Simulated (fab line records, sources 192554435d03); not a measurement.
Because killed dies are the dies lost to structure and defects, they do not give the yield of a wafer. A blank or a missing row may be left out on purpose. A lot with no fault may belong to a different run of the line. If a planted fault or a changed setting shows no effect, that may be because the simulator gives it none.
Split-lot trial	flow n5-finfet	21 wafers read across 7 lots, on a route 1938 steps long

## ON THE SPLIT
At N5_BEOL_M14_TRENCH_ETCH_34 (etches SiO2 in C4F8/O2/Ar, target depth 556.65 nm, time 126.9 s), the setting time-s was moved away from the recipe's 126.9 s on 4 of the 21 wafers read, by +9.8% to +18.0%. All remaining wafers had this setting at the recipe value.

## FROM THE SPLIT TO THE READING: what the file shows between them, 10 steps
- N5_BEOL_M14_STRIP_70: strips in C4F8/O2/Ar
- N5_BEOL_M14_OCD_MEAS_35
- N5_BEOL_M14_STRIP_37: strips in O2
- N5_BEOL_M14_ETCH_38: etches SiCN in CF4/N2, target depth 106.5 nm, time 120.6 s
- N5_BEOL_M14_ECD_47: material Cu, target thk 1248 nm
- N5_BEOL_M14_ANNEAL_48: time 90 s
- N5_BEOL_M14_CMP_49: polishes, stops on SiO2, t overpolish 5.2 s, target thk 560 nm
- N5_BEOL_M14_THK_MEAS_50: measures by xrf
- N5_BEOL_M14_PRE_CLEAN_52: time 15 s
- N5_BEOL_M14_DEP_53: deposits SiCN from 3MS/NH3, target thk 50 nm, time 17.8 s

## THE READING
M14_RS (ohm/sq), read at N5_BEOL_M14_RS_MEAS_54 with a four-point probe. On this fab line, fault-free wafers typically give 0.0335 ohm/sq with a standard deviation of 0.00053 ohm/sq.

wafer	tool, chamber at the split	time-s as run, s	against the recipe	M14_RS, ohm/sq	against lot-mates on the recipe
L074.1	rie-diel-03, 1	126.9	recipe	0.0341	-
L074.2	rie-diel-03, 2	126.9	recipe	0.0336	-
L074.5	rie-diel-03, 2	126.9	recipe	0.0339	-
L079.1	rie-diel-05, 1	126.9	recipe	0.0334	-
L079.2	rie-diel-05, 2	126.9	recipe	0.0334	-
L079.5	rie-diel-05, 2	126.9	recipe	0.0336	-
L081.2	rie-diel-05, 2	149.8	+18.0%	0.0283	-0.0049
L081.4	rie-diel-05, 0	149.8	+18.0%	0.0286	-0.0046
L081.5	rie-diel-05, 2	126.9	recipe	0.0332	-
L083.4	rie-diel-05, 1	126.9	recipe	0.0332	-
L083.5	rie-diel-05, 0	126.9	recipe	0.0337	-
L083.6	rie-diel-05, 1	140.4	+10.6%	0.0302	-0.0032
L095.1	rie-diel-03, 0	126.9	recipe	0.0336	-
L095.2	rie-diel-03, 1	126.9	recipe	0.0343	-
L095.6	rie-diel-03, 3	126.9	recipe	0.0335	-
L094.2	rie-diel-01, 0	126.9	recipe	0.0344	-
L094.3	rie-diel-01, 1	126.9	recipe	0.0334	-
L094.4	rie-diel-01, 3	139.3	+9.8%	0.0299	-0.0040
L092.1	rie-diel-01, 0	126.9	recipe	0.0343	-
L092.4	rie-diel-01, 0	126.9	recipe	0.0344	-
L092.6	rie-diel-01, 3	126.9	recipe	0.0329	-

THE FIT
A straight line over all 21 wafers: M14_RS changes by -0.000305 ohm/sq for each +1% of time-s; r = -0.97; the points scatter about the line by 0.00047 ohm/sq.
The same after taking each lot's own level away (the mean of its wafers on the recipe; 21 wafers): -0.000283 ohm/sq for each +1%; r = -0.96; scatter 0.00048 ohm/sq.
On that fit, the largest move of time-s shifts the reading by 0.0051 ohm/sq.
Across the lots, their own levels run from 0.03320 to 0.03390 ohm/sq, a range of 1.3 times the standard deviation given above.
Consequently the slope shifts little with the lot-to-lot level, the two slopes agreeing.
Check: -0.00528 ohm/sq against its lot-mates is what the line predicts for one of the wafers moved furthest among these (+18.0%) when that wafer is left out of the fit. Against them it came out at -0.0049 ohm/sq.

## OTHER SPLITS ON THESE WAFERS
Before the reading, these wafers also passed through other splits. Each is held against what the fit with the lots' levels taken away leaves over:
other split on the same wafers	wafers away from the commonest value	r with M14_RS (lot level and that fit taken away)
N5_BEOL_M13_COAT_04 spin-rpm	9	-0.26

## THE WHOLE CHAIN: every reading that the file lists as answering this split, in the file's order
step	what it does	reading	change (the file's fit)	r (the file's)
N5_BEOL_M14_TRENCH_ETCH_34	etches SiO2 in C4F8/O2/Ar, target depth 556.65 nm, time 126.9 s	etch.depth-nm (the simulator's own value, which no gauge read)	+5.61 nm for each +1% of the setting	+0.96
N5_BEOL_M14_OCD_MEAS_35		trench-depth-nm	+5.62 nm for each +1% of the setting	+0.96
N5_BEOL_M14_CMP_49	polishes, stops on SiO2, t overpolish 5.2 s, target thk 560 nm	Cu_of_BEOL_M14_ECD_47.thk-nm (the simulator's own value, which no gauge read)	+5.54 nm for each +1% of the setting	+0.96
N5_BEOL_M14_THK_MEAS_50	measures by xrf	M14_THK	+5.89 for each +1% of the setting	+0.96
N5_BEOL_M14_RS_MEAS_54	measures by four-point-probe	M14_RS	-0.000297 for each +1% of the setting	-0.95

## FILE'S OWN FIT
M14_RS changes by -0.000297 ohm/sq for each +1% of time-s, r = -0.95.
